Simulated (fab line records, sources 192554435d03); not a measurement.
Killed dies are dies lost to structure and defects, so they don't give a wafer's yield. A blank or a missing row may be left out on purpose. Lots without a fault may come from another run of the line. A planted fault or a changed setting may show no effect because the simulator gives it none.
Which tool did it? | flow n5_finfet | 24 lots, 72 wafers sampled, at 6 steps of a route of 1938

WHAT THE GAUGES READ, wafer by wafer
N5_MOL_CONTACT_COAG_CD_MEAS_84: target cd 25.1 nm. Usual: cd_nm 25.0 nm, standard deviation 0.33.
lot  | measured     | on        | cd_nm (nm)     | flag
L074 | day 5 08:15  | cd_sem-02 | 24.8 24.4 24.6 |
L075 | day 5 13:56  | cd_sem-03 | 25.0 25.1 25.4 |
L076 | day 5 20:28  | cd_sem-01 | 25.4 25.2 24.8 |
L077 | day 6 00:02  | cd_sem-02 | 25.1 25.2 25.6 |
L078 | day 6 10:41  | cd_sem-01 | 25.2 25.4 25.2 |
L079 | day 6 12:58  | cd_sem-01 | 25.1 25.0 24.6 |
L080 | day 6 16:08  | cd_sem-03 | 24.9 24.8 25.3 |
L081 | day 7 06:48  | cd_sem-01 | 24.9 24.6 24.8 |
L082 | day 7 08:11  | cd_sem-02 | 24.6 24.7 25.0 |
L083 | day 7 09:47  | cd_sem-02 | 24.8 24.8 25.4 |
L084 | day 7 12:19  | cd_sem-03 | 24.9 24.8 25.1 |
L085 | day 8 02:04  | cd_sem-01 | 25.0 25.2 25.6 |
L086 | day 8 13:35  | cd_sem-02 | 24.8 24.5 24.8 |
L087 | day 8 15:53  | cd_sem-03 | 24.5 24.6 24.4 |
L088 | day 8 22:14  | cd_sem-02 | 25.3 25.2 25.1 |
L089 | day 9 00:40  | cd_sem-03 | 24.9 25.0 24.6 |
L090 | day 9 08:49  | cd_sem-03 | 24.6 24.5 24.7 |
L091 | day 9 08:38  | cd_sem-02 | 24.9 25.2 24.4 |
L092 | day 9 16:28  | cd_sem-01 | 25.6 25.4 25.0 |
L093 | day 9 23:59  | cd_sem-01 | 24.7 25.2 25.6 |
L094 | day 10 09:32 | cd_sem-03 | 25.1 25.4 24.9 |
L095 | day 10 09:38 | cd_sem-02 | 25.1 25.2 25.6 |
L097 | day 10 21:11 | cd_sem-02 | 24.7 25.0 24.8 |
L096 | day 10 21:22 | cd_sem-02 | 24.8 24.7 25.0 |

WHICH TOOL RAN EACH LOT (tool, then ch and the chambers of the sampled wafers, then the start)
lot  | N5_GATE_CUT_HM_OPEN_40             | N5_MOL_CONTACT_COAG_STRIP_98       | N5_MOL_CONTACT_COAG_TI_SIL_19 | N5_MOL_CONTACT_COAG_SIL_ANNEAL_21 | N5_MOL_CONTACT_COAG_SPUTTER_130
L074 | rie_diel-06 ch 0,3, day 4 10:21    | rie_diel-01 ch 1,2, day 4 14:33    | pvd_sputter-02, day 4 15:16   | rtp_anneal-02 ch 0, day 4 15:46   | pvd_sputter-03, day 4 20:43
L075 | rie_diel-06 ch 2,3, day 4 19:57    | rie_diel-03 ch 0,3, day 5 03:41    | pvd_sputter-01, day 5 06:47   | rtp_anneal-02 ch 0, day 5 07:22   | pvd_sputter-02, day 5 10:12
L076 | rie_diel-02 ch 0,2, day 5 05:06    | rie_diel-03 ch 0,3, day 5 11:40    | pvd_sputter-03, day 5 12:55   | rtp_anneal-01 ch 0, day 5 13:25   | pvd_sputter-02, day 5 16:29
L077 | rie_diel-04 ch 1,2, day 5 12:11    | rie_diel-01 ch 2,3, day 5 16:09    | pvd_sputter-02, day 5 16:46   | rtp_anneal-02 ch 0, day 5 17:22   | pvd_sputter-01, day 5 20:08
L078 | rie_diel-04 ch 2,3, day 5 20:40    | rie_diel-05 ch 0,1,2, day 6 00:44  | pvd_sputter-01, day 6 02:07   | rtp_anneal-02 ch 0, day 6 02:40   | pvd_sputter-01, day 6 06:56
L079 | rie_diel-04 ch 1,3, day 5 22:04    | rie_diel-01 ch 0,2, day 6 02:17    | pvd_sputter-03, day 6 04:42   | rtp_anneal-02 ch 0, day 6 05:16   | pvd_sputter-03, day 6 09:13
L080 | rie_diel-06 ch 0,1,3, day 6 02:29  | rie_diel-01 ch 1,2,3, day 6 06:56  | pvd_sputter-03, day 6 08:37   | rtp_anneal-01 ch 0, day 6 09:07   | pvd_sputter-02, day 6 12:16
L081 | rie_diel-06 ch 1,2,3, day 6 18:08  | rie_diel-05 ch 0,2, day 6 22:13    | pvd_sputter-03, day 6 22:44   | rtp_anneal-02 ch 0, day 6 23:18   | pvd_sputter-03, day 7 02:12
L082 | rie_diel-04 ch 1,2,3, day 6 18:44  | rie_diel-01 ch 0,1, day 6 23:14    | pvd_sputter-02, day 6 23:47   | rtp_anneal-01 ch 0, day 7 00:19   | pvd_sputter-03, day 7 03:47
L083 | rie_diel-02 ch 2,3, day 6 21:50    | rie_diel-03 ch 0,1, day 7 02:10    | pvd_sputter-03, day 7 02:42   | rtp_anneal-02 ch 0, day 7 03:14   | pvd_sputter-03, day 7 05:12
L084 | rie_diel-04 ch 0,1,3, day 7 00:31  | rie_diel-03 ch 0,1, day 7 04:50    | pvd_sputter-02, day 7 05:23   | rtp_anneal-01 ch 0, day 7 05:55   | pvd_sputter-03, day 7 08:08
L085 | rie_diel-06 ch 0,3, day 7 13:42    | rie_diel-03 ch 0,1, day 7 17:57    | pvd_sputter-01, day 7 18:32   | rtp_anneal-01 ch 0, day 7 19:10   | pvd_sputter-01, day 7 21:13
L086 | rie_diel-04 ch 1,2, day 7 21:27    | rie_diel-05 ch 2,3, day 8 03:23    | pvd_sputter-02, day 8 03:59   | rtp_anneal-01 ch 0, day 8 04:38   | pvd_sputter-03, day 8 07:21
L087 | rie_diel-02 ch 1,2, day 8 01:38    | rie_diel-05 ch 1,2,3, day 8 05:59  | pvd_sputter-02, day 8 06:35   | rtp_anneal-02 ch 0, day 8 07:07   | pvd_sputter-03, day 8 10:59
L088 | rie_diel-04 ch 0,2,3, day 8 07:29  | rie_diel-03 ch 1,3, day 8 11:28    | pvd_sputter-02, day 8 12:16   | rtp_anneal-01 ch 0, day 8 12:50   | pvd_sputter-03, day 8 18:22
L089 | rie_diel-02 ch 2,3, day 8 10:09    | rie_diel-01 ch 1,2, day 8 14:41    | pvd_sputter-02, day 8 15:15   | rtp_anneal-01 ch 0, day 8 15:47   | pvd_sputter-01, day 8 20:32
L090 | rie_diel-04 ch 1,2,3, day 8 15:56  | rie_diel-01 ch 0,1, day 8 22:16    | pvd_sputter-02, day 9 00:20   | rtp_anneal-01 ch 0, day 9 00:50   | pvd_sputter-01, day 9 04:59
L091 | rie_diel-06 ch 0,2, day 8 18:01    | rie_diel-03 ch 0,1,3, day 8 22:59  | pvd_sputter-02, day 9 00:14   | rtp_anneal-02 ch 0, day 9 00:46   | pvd_sputter-03, day 9 04:44
L092 | rie_diel-06 ch 0,3, day 9 02:24    | rie_diel-03 ch 0,1, day 9 06:29    | pvd_sputter-01, day 9 07:38   | rtp_anneal-01 ch 0, day 9 08:11   | pvd_sputter-02, day 9 11:22
L093 | rie_diel-04 ch 1,3, day 9 08:25    | rie_diel-01 ch 0,2, day 9 12:34    | pvd_sputter-02, day 9 16:07   | rtp_anneal-02 ch 0, day 9 16:40   | pvd_sputter-01, day 9 20:12
L094 | rie_diel-04 ch 1,2,3, day 9 17:10  | rie_diel-01 ch 0,3, day 9 21:57    | pvd_sputter-02, day 9 22:56   | rtp_anneal-01 ch 0, day 9 23:32   | pvd_sputter-01, day 10 05:11
L095 | rie_diel-04 ch 2,3, day 9 19:04    | rie_diel-05 ch 0,1,2, day 9 23:07  | pvd_sputter-02, day 10 01:06  | rtp_anneal-02 ch 0, day 10 01:36  | pvd_sputter-01, day 10 05:21
L097 | rie_diel-04 ch 0,3, day 10 09:07   | rie_diel-01 ch 1,2, day 10 13:07   | pvd_sputter-01, day 10 13:40  | rtp_anneal-02 ch 0, day 10 14:16  | pvd_sputter-02, day 10 17:17
L096 | rie_diel-02 ch 0,2,3, day 10 09:38 | rie_diel-03 ch 0,2,3, day 10 13:39 | pvd_sputter-01, day 10 14:13  | rtp_anneal-02 ch 0, day 10 14:42  | pvd_sputter-01, day 10 17:29
- N5_GATE_CUT_HM_OPEN_40: chemistry C4F6/O2, target SiO2, target depth 139 nm, time 85.1 s.
- N5_MOL_CONTACT_COAG_STRIP_98: strips in N2/H2.
- N5_MOL_CONTACT_COAG_TI_SIL_19: material Ti, target thk 4.2 nm, time 15 s.
- N5_MOL_CONTACT_COAG_SIL_ANNEAL_21: time 60 s.
- N5_MOL_CONTACT_COAG_SPUTTER_130: material Co, target thk 47.5 nm.

WHAT THE TOOLS THEMSELVES READ (means of the sampled wafers that have a number; where no wafer has one, the mark that the record gives instead)
N5_GATE_CUT_HM_OPEN_40. Usual: drypump_motor_current_A 5.6 A, standard deviation 0.51; etch_rf_on_time_s 95.2 s, standard deviation 2.4; oes_product_au 0.68 a.u., standard deviation 0.069; rf_vpp_V 670 V, standard deviation 18; showerhead_plenum_p_Torr 2.85 Torr, standard deviation 0.087; throttle_valve_pct 21.1 %, standard deviation 0.35.
lot  | tool        | drypump_motor_current_A (A) | etch_rf_on_time_s (s) | oes_product_au (a.u.) | rf_vpp_V (V) | showerhead_plenum_p_Torr (Torr) | throttle_valve_pct (%) | flag
L074 | rie_diel-06 | 5.3                         | 93.7                  | 0.78                  | 665          | 2.77                            | 21.1                   |
L075 | rie_diel-06 | 5.0                         | 93.7                  | 0.64                  | 657          | 2.89                            | 21.3                   |
L076 | rie_diel-02 | 5.9                         | 92.5                  | 0.67                  | 659          | 2.84                            | 21.1                   |
L077 | rie_diel-04 | 6.2                         | 94.2                  | 0.67                  | 680          | 2.91                            | 21.1                   |
L078 | rie_diel-04 | 5.8                         | 97.6                  | 0.64                  | 669          | 2.96                            | 21.2                   |
L079 | rie_diel-04 | 5.7                         | 95.5                  | 0.67                  | 685          | 2.93                            | 20.7                   |
L080 | rie_diel-06 | 5.3                         | 94.6                  | 0.69                  | 668          | 2.74                            | 21.1                   |
L081 | rie_diel-06 | 5.1                         | 97.5                  | 0.63                  | 663          | 2.80                            | 21.2                   |
L082 | rie_diel-04 | 6.0                         | 95.4                  | 0.67                  | 682          | 2.92                            | 20.9                   |
L083 | rie_diel-02 | 5.3                         | 92.2                  | 0.69                  | 678          | 2.78                            | 21.2                   |
L084 | rie_diel-04 | 5.8                         | 95.7                  | 0.66                  | 678          | 2.87                            | 20.9                   |
L085 | rie_diel-06 | 5.3                         | 94.2                  | 0.71                  | 658          | 2.75                            | 21.2                   |
L086 | rie_diel-04 | 6.2                         | 97.8                  | 0.65                  | 680          | 2.90                            | 21.1                   |
L087 | rie_diel-02 | 5.8                         | 96.3                  | 0.65                  | 664          | 2.79                            | 20.6                   |
L088 | rie_diel-04 | 5.7                         | 97.0                  | 0.63                  | 663          | 2.90                            | 21.2                   |
L089 | rie_diel-02 | 5.5                         | 96.1                  | 0.63                  | 677          | 2.79                            | 20.9                   |
L090 | rie_diel-04 | 6.0                         | 95.6                  | 0.66                  | 682          | 2.91                            | 20.9                   |
L091 | rie_diel-06 | 5.1                         | 94.6                  | 0.80                  | 668          | 2.83                            | 21.0                   |
L092 | rie_diel-06 | 5.3                         | 92.7                  | 0.70                  | 657          | 2.75                            | 21.2                   |
L093 | rie_diel-04 | 5.7                         | 96.7                  | 0.65                  | 685          | 2.92                            | 20.8                   |
L094 | rie_diel-04 | 6.0                         | 96.7                  | 0.65                  | 683          | 2.91                            | 20.9                   |
L095 | rie_diel-04 | 5.6                         | 96.7                  | 0.62                  | 671          | 2.95                            | 21.1                   |
L097 | rie_diel-04 | 5.4                         | 96.0                  | 0.70                  | 667          | 2.90                            | 21.0                   |
L096 | rie_diel-02 | 5.6                         | 93.2                  | 0.65                  | 668          | 2.80                            | 21.2                   |

N5_MOL_CONTACT_COAG_STRIP_98. Usual: drypump_motor_current_A 5.7 A, standard deviation 0.34; oes_product_au 0.80 a.u., standard deviation 0.092; rf_vpp_V 54.1 V, standard deviation 1.5; showerhead_plenum_p_Torr 3.36 Torr, standard deviation 0.12; throttle_valve_pct 18.9 %, standard deviation 0.37.
lot  | tool        | drypump_motor_current_A (A) | oes_product_au (a.u.) | rf_vpp_V (V) | showerhead_plenum_p_Torr (Torr) | throttle_valve_pct (%) | flag
L074 | rie_diel-01 | 6.0                         | 0.78                  | 54.1         | 3.50                            | 18.7                   |
L075 | rie_diel-03 | 5.6                         | 0.79                  | 54.4         | 3.45                            | 19.0                   |
L076 | rie_diel-03 | 5.6                         | 0.77                  | 55.3         | 3.45                            | 19.0                   |
L077 | rie_diel-01 | 5.9                         | 0.68                  | 55.7         | 3.34                            | 19.0                   |
L078 | rie_diel-05 | 5.9                         | 0.88                  | 54.6         | 3.36                            | 18.9                   |
L079 | rie_diel-01 | 6.2                         | 0.77                  | 54.0         | 3.39                            | 18.9                   |
L080 | rie_diel-01 | 5.8                         | 0.72                  | 55.0         | 3.37                            | 18.8                   |
L081 | rie_diel-05 | 5.8                         | 0.82                  | 53.9         | 3.33                            | 19.2                   |
L082 | rie_diel-01 | 6.1                         | 0.80                  | 55.3         | 3.41                            | 18.7                   |
L083 | rie_diel-03 | 5.4                         | 0.73                  | 54.7         | 3.26                            | 18.9                   |
L084 | rie_diel-03 | 5.5                         | 0.72                  | 53.2         | 3.36                            | 19.1                   |
L085 | rie_diel-03 | 5.5                         | 0.71                  | 54.5         | 3.36                            | 19.1                   |
L086 | rie_diel-05 | 5.7                         | 0.93                  | 53.5         | 3.31                            | 19.5                   |
L087 | rie_diel-05 | 5.6                         | 0.91                  | 55.0         | 3.33                            | 18.9                   |
L088 | rie_diel-03 | 5.5                         | 0.75                  | 52.5         | 3.23                            | 18.8                   |
L089 | rie_diel-01 | 6.1                         | 0.89                  | 54.3         | 3.44                            | 18.6                   |
L090 | rie_diel-01 | 6.0                         | 0.78                  | 54.8         | 3.45                            | 18.6                   |
L091 | rie_diel-03 | 5.6                         | 0.74                  | 53.5         | 3.33                            | 18.9                   |
L092 | rie_diel-03 | 5.5                         | 0.71                  | 55.0         | 3.25                            | 19.0                   |
L093 | rie_diel-01 | 6.2                         | 0.82                  | 53.6         | 3.36                            | 18.9                   |
L094 | rie_diel-01 | 5.9                         | 0.83                  | 54.4         | 3.41                            | 18.8                   |
L095 | rie_diel-05 | 5.8                         | 0.85                  | 54.4         | 3.35                            | 18.9                   |
L097 | rie_diel-01 | 6.0                         | 0.82                  | 53.6         | 3.47                            | 18.6                   |
L096 | rie_diel-03 | 5.6                         | 0.75                  | 53.7         | 3.35                            | 19.1                   |

N5_MOL_CONTACT_COAG_TI_SIL_19. Usual: chamber_pressure_pa 5.000 Pa, standard deviation 0.011; throttle_valve_pct 30.6 %, standard deviation 0.73.
lot  | tool           | chamber_pressure_pa (Pa) | throttle_valve_pct (%) | flag
L074 | pvd_sputter-02 | 5.002                    | 30.4                   |
L075 | pvd_sputter-01 | 4.996                    | 30.6                   |
L076 | pvd_sputter-03 | 4.989                    | 29.4                   |
L077 | pvd_sputter-02 | 4.991                    | 30.5                   |
L078 | pvd_sputter-01 | 5.014                    | 30.8                   |
L079 | pvd_sputter-03 | 5.015                    | 30.7                   |
L080 | pvd_sputter-03 | 4.988                    | 30.8                   |
L081 | pvd_sputter-03 | 4.999                    | 30.8                   |
L082 | pvd_sputter-02 | 4.997                    | 30.1                   |
L083 | pvd_sputter-03 | 4.995                    | 30.2                   |
L084 | pvd_sputter-02 | 4.994                    | 30.1                   |
L085 | pvd_sputter-01 | 5.006                    | 30.8                   |
L086 | pvd_sputter-02 | 5.007                    | 30.2                   |
L087 | pvd_sputter-02 | 5.007                    | 30.2                   |
L088 | pvd_sputter-02 | 5.005                    | 30.7                   |
L089 | pvd_sputter-02 | 4.995                    | 30.3                   |
L090 | pvd_sputter-02 | 4.997                    | 30.8                   |
L091 | pvd_sputter-02 | 5.006                    | 30.7                   |
L092 | pvd_sputter-01 | 4.999                    | 31.2                   |
L093 | pvd_sputter-02 | 5.004                    | 30.6                   |
L094 | pvd_sputter-02 | 4.995                    | 30.5                   |
L095 | pvd_sputter-02 | 4.996                    | 30.6                   |
L097 | pvd_sputter-01 | 5.002                    | 30.6                   |
L096 | pvd_sputter-01 | 4.994                    | 30.8                   |

N5_MOL_CONTACT_COAG_SIL_ANNEAL_21. Usual: lamp_power_pct 5.94 %, standard deviation 0.13; wafer_temp_C_max 552.0, standard deviation 0.5.
lot  | tool          | lamp_power_pct (%) | wafer_temp_C_max | flag
L074 | rtp_anneal-02 | 5.81               | 551.6            |
L075 | rtp_anneal-02 | 5.81               | 552.0            |
L076 | rtp_anneal-01 | 6.08               | 552.0            |
L077 | rtp_anneal-02 | 5.81               | 551.8            |
L078 | rtp_anneal-02 | 5.82               | 551.8            |
L079 | rtp_anneal-02 | 5.82               | 551.7            |
L080 | rtp_anneal-01 | 6.09               | 551.8            |
L081 | rtp_anneal-02 | 5.82               | 551.5            |
L082 | rtp_anneal-01 | 6.08               | 552.3            |
L083 | rtp_anneal-02 | 5.81               | 552.0            |
L084 | rtp_anneal-01 | 6.08               | 552.3            |
L085 | rtp_anneal-01 | 6.08               | 552.5            |
L086 | rtp_anneal-01 | 6.08               | 552.6            |
L087 | rtp_anneal-02 | 5.82               | 551.2            |
L088 | rtp_anneal-01 | 6.08               | 552.1            |
L089 | rtp_anneal-01 | 6.09               | 551.9            |
L090 | rtp_anneal-01 | 6.08               | 552.2            |
L091 | rtp_anneal-02 | 5.81               | 551.7            |
L092 | rtp_anneal-01 | 6.08               | 551.9            |
L093 | rtp_anneal-02 | 5.81               | 551.2            |
L094 | rtp_anneal-01 | 6.08               | 552.5            |
L095 | rtp_anneal-02 | 5.82               | 552.0            |
L097 | rtp_anneal-02 | 5.82               | 552.0            |
L096 | rtp_anneal-02 | 5.81               | 551.5            |

N5_MOL_CONTACT_COAG_SPUTTER_130. Usual: chamber_pressure_pa 0.5000 Pa, standard deviation 0.0011; throttle_valve_pct 30.6 %, standard deviation 0.91.
lot  | tool           | chamber_pressure_pa (Pa) | throttle_valve_pct (%) | flag
L074 | pvd_sputter-03 | 0.5004                   | 29.9                   |
L075 | pvd_sputter-02 | 0.5000                   | 30.4                   |
L076 | pvd_sputter-02 | 0.4992                   | 30.0                   |
L077 | pvd_sputter-01 | 0.5008                   | 31.6                   |
L078 | pvd_sputter-01 | 0.4993                   | 30.8                   |
L079 | pvd_sputter-03 | 0.5012                   | 31.1                   |
L080 | pvd_sputter-02 | 0.5001                   | 30.3                   |
L081 | pvd_sputter-03 | 0.5011                   | 31.0                   |
L082 | pvd_sputter-03 | 0.4996                   | 31.1                   |
L083 | pvd_sputter-03 | 0.5001                   | 30.7                   |
L084 | pvd_sputter-03 | 0.5001                   | 31.0                   |
L085 | pvd_sputter-01 | 0.5006                   | 31.1                   |
L086 | pvd_sputter-03 | 0.4996                   | 30.0                   |
L087 | pvd_sputter-03 | 0.4995                   | 29.9                   |
L088 | pvd_sputter-03 | 0.5002                   | 30.1                   |
L089 | pvd_sputter-01 | 0.5002                   | 30.6                   |
L090 | pvd_sputter-01 | 0.4996                   | 30.8                   |
L091 | pvd_sputter-03 | 0.5006                   | 30.9                   |
L092 | pvd_sputter-02 | 0.4984                   | 30.3                   |
L093 | pvd_sputter-01 | 0.5012                   | 30.3                   |
L094 | pvd_sputter-01 | 0.5004                   | 31.1                   |
L095 | pvd_sputter-01 | 0.4998                   | 30.6                   |
L097 | pvd_sputter-02 | 0.5011                   | 30.3                   |
L096 | pvd_sputter-01 | 0.4997                   | 31.0                   |

THE ANSWER, worked out from the rows above alone
Rule: a lot is off if the mean of its wafers that have a number lies more than 3 standard deviations from the usual mean. A lot without any number at a reading at which 4 lots or more have one is off too. The other lots that the step has rows for count as sound. The gauges are gone through in route order, then the tools' own readings, and for those a lot's mean is taken as printed above. The first step at which some lot is off is used, and at that step the reading that is off furthest; a lot without a number counts as furthest.
No lot is off at any reading shown: from this, nothing can be told.

WHAT THE SIMULATOR HAD PUT IN
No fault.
